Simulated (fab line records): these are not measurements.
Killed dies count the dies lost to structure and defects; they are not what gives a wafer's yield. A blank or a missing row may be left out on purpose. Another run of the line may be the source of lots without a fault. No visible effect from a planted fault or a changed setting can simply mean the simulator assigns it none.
A single fault, viewed from 3 desks | flow nand-harc | what lay behind the numbers comes last; until then each desk has only its own

## THE TOOL OWNER'S DESK: plasma-asher-01
The tool's own readings at NHARC_P_GATE_STRIP_111 (strips in N2/H2, time 250 s): means of the sampled wafers that have a number, for each lot that ran on this tool. A lot is out of limits, marked OUT, if its mean lies more than 4 standard deviations from the usual mean; the brackets give that distance.
Columns: A = drypump-motor-current-A at NHARC_P_GATE_STRIP_111, usual 5.8 A; B = heater-power-w at NHARC_P_GATE_STRIP_111, usual 96 W
lot  | first seen here | A   | B
L937 | day 5 16:37     | 6.0 | 104
L939 | day 6 18:10     | 6.2 | 93
L940 | day 7 03:32     | 6.0 | 102
L945 | day 9 06:04     | 6.0 | 100
L947 | day 10 00:57    | 6.1 | 100
L953 | day 12 20:20    | 6.1 | 99
L957 | day 14 06:07    | 6.0 | 106
Result from this desk: across the 7 lots, nothing is out of limits.

## METROLOGY DESK
What the gauges read, lot by lot, whatever tool the lot ran on: means of the sampled wafers that have a number. A lot is out of limits, marked OUT, if its mean lies more than 4 standard deviations from the usual mean; the brackets give that distance.
Columns: A = cd-nm at NHARC_P_CONTACT_CD_MEAS_12, usual 90.2 nm
lot  | first seen here | A
L936 | day 6 00:01     | 90.0
L937 | day 6 00:13     | 90.6
L939 | day 7 01:32     | 89.4
L940 | day 7 11:18     | 90.2
L942 | day 8 10:16     | 90.0
L945 | day 9 13:31     | 90.9
L947 | day 10 08:11    | 90.1
L953 | day 13 03:50    | 90.6
L954 | day 13 04:17    | 89.8
L955 | day 13 17:47    | 89.9
L957 | day 14 13:35    | 90.4
L958 | day 15 03:59    | 89.6
Result from this desk: across the 12 lots, nothing is out of limits.

## THE DEFECT DESK
Lot by lot, what the route's inspections counted, given as the mean of those sampled wafers with a number. A lot is out of limits, marked OUT, if its mean lies more than 4 standard deviations from the usual mean; the brackets give that distance.
Columns: A = raw-defect-count at NHARC_P_GATE_INSPECT_68, usual 214
lot  | first seen here | A
L936 | day 5 22:25     | 145
L937 | day 5 22:35     | 298
L939 | day 7 00:03     | 231
L940 | day 7 09:42     | 162
L942 | day 8 08:40     | 215
L945 | day 9 11:55     | 770 (+6.6) OUT
L947 | day 10 06:42    | 766 (+6.6) OUT
L953 | day 13 02:21    | 176
L954 | day 13 02:40    | 190
L955 | day 13 16:19    | 282
L957 | day 14 11:58    | 198
L958 | day 15 02:22    | 335
This desk's verdict: out of limits on L945, L947, starting with L945 at day 9 11:55 (raw-defect-count at NHARC_P_GATE_INSPECT_68). Within limits: L936, L937, L939, L940, L942, L953, L954, L955, L957, L958.

## PUT TOGETHER
The defect desk could have raised an alarm at day 9 11:55, on L945, L947.
Nothing out of limits was seen by the tool owner's desk.
Nothing out of limits was seen by the metrology desk.
The tool owner's desk has L945, L947 on record, within its limits.
The metrology desk has L945, L947 on record, within its limits.
NHARC_P_GATE_STRIP_111 was run on plasma-asher-01 by each of the lots named.

## WHAT THE SIMULATOR HAD PUT IN
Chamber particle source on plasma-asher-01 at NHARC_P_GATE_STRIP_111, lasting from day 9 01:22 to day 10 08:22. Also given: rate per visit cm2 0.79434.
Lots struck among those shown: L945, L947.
Hours from the fault's start to each desk's first reading out of limits: the defect desk, 11.
